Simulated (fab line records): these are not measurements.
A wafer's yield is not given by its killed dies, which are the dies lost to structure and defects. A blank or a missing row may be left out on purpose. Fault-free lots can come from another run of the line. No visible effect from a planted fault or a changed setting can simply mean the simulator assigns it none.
Chamber matching + flow nand-harc + rie-diel-01 running NHARC_A_CONTACT_ETCH_90: 4 sister chambers
The step etches the open film in CH3F/O2, target depth 40 nm, time 85.7 s. 22 wafers are shown with their chamber, then 11 later ones without.

## WAFERS WITH THEIR CHAMBER
| wafer  | chamber | showerhead-plenum-p-Torr (Torr) | rf-vpp-V (V) | rf-fwd-power-W (W) |
|--------|---------|---------------------------------|--------------|--------------------|
| L075.2 | 0       | 2.62                            | 245.7        | 493.9              |
| L075.4 | 2       | 2.42                            | 244.8        | 497.1              |
| L075.5 | 0       | 2.62                            | 246.3        | 493.4              |
| L082.2 | 0       | 2.61                            | 245.2        | 493.7              |
| L082.4 | 2       | 2.41                            | 242.8        | 498.7              |
| L082.5 | 3       | 2.59                            | 246.1        | 497.9              |
| L083.2 | 2       | 2.41                            | 242.9        | 495.0              |
| L083.3 | 0       | 2.61                            | 246.1        | 495.9              |
| L083.6 | 0       | 2.61                            | 246.8        | 496.7              |
| L084.3 | 0       | 2.61                            | 245.8        | 494.4              |
| L084.5 | 2       | 2.40                            | 243.5        | 498.2              |
| L084.6 | 1       | 2.46                            | 244.6        | 496.9              |
| L086.2 | 0       | 2.61                            | 246.3        | 495.2              |
| L086.5 | 2       | 2.40                            | 244.2        | 495.7              |
| L086.6 | 1       | 2.46                            | 244.6        | 496.9              |
| L087.3 | 3       | 2.58                            | 245.7        | 495.1              |
| L087.5 | 0       | 2.60                            | 246.0        | 495.1              |
| L087.6 | 1       | 2.46                            | 244.3        | 495.0              |
| L085.3 | 1       | 2.46                            | 247.2        | 494.6              |
| L085.4 | 3       | 2.58                            | 248.6        | 497.7              |
| L085.5 | 1       | 2.46                            | 244.6        | 494.9              |
| L089.1 | 1       | 2.45                            | 244.4        | 498.0              |

SIGNATURES (averages over the wafers above)
| reading                  | chamber 0 | chamber 1 | chamber 2 | chamber 3 | scatter within a chamber |
|--------------------------|-----------|-----------|-----------|-----------|--------------------------|
| showerhead-plenum-p-Torr | 2.6113    | 2.4583    | 2.4080    | 2.5833    | 0.00631                  |
| rf-vpp-V                 | 246.025   | 244.950   | 243.640   | 246.800   | 0.932                    |
| rf-fwd-power-W           | 494.787   | 496.050   | 496.940   | 496.900   | 1.37                     |
Rule: for each reading, subtract the chamber's mean from the wafer's reading, divide by that reading's scatter and square the result; add these up over the readings and take the root, which gives the wafer's distance from the chamber. If the next closest chamber is less than 2 further off than the closest, the wafer can't be placed; otherwise it belongs to the closest. The scatter: take each reading less its chamber's mean, square it, sum over the shown wafers, divide by the number of wafers less the number of chambers, and take the root.

## WAFERS WITH NO CHAMBER GIVEN
| wafer  | showerhead-plenum-p-Torr (Torr) | rf-vpp-V (V) | rf-fwd-power-W (W) |
|--------|---------------------------------|--------------|--------------------|
| L089.4 | 2.58                            | 246.8        | 497.1              |
| L089.5 | 2.58                            | 245.5        | 497.2              |
| L092.1 | 2.60                            | 246.3        | 492.6              |
| L092.2 | 2.58                            | 245.7        | 497.0              |
| L092.5 | 2.45                            | 243.5        | 496.2              |
| L094.1 | 2.44                            | 243.6        | 494.3              |
| L094.2 | 2.59                            | 246.8        | 491.7              |
| L094.5 | 2.59                            | 246.6        | 495.1              |
| L095.2 | 2.44                            | 244.8        | 492.9              |
| L095.4 | 2.39                            | 243.6        | 497.7              |
| L095.5 | 2.39                            | 243.8        | 497.8              |

## WHICH CHAMBER EACH WENT THROUGH
| wafer  | from the rows above     | in truth |
|--------|-------------------------|----------|
| L089.4 | 3                       | 3        |
| L089.5 | 3                       | 3        |
| L092.1 | can't be placed: 0 or 3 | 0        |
| L092.2 | 3                       | 3        |
| L092.5 | 1                       | 1        |
| L094.1 | can't be placed: 1 or 2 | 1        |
| L094.2 | can't be placed: 3 or 0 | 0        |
| L094.5 | can't be placed: 3 or 0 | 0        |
| L095.2 | 1                       | 1        |
| L095.4 | 2                       | 2        |
| L095.5 | 2                       | 2        |
Correctly placed: 7 of 11. From these rows, 4 cannot be placed; in 4 the true chamber is one of the candidates. Wrongly placed: 0.
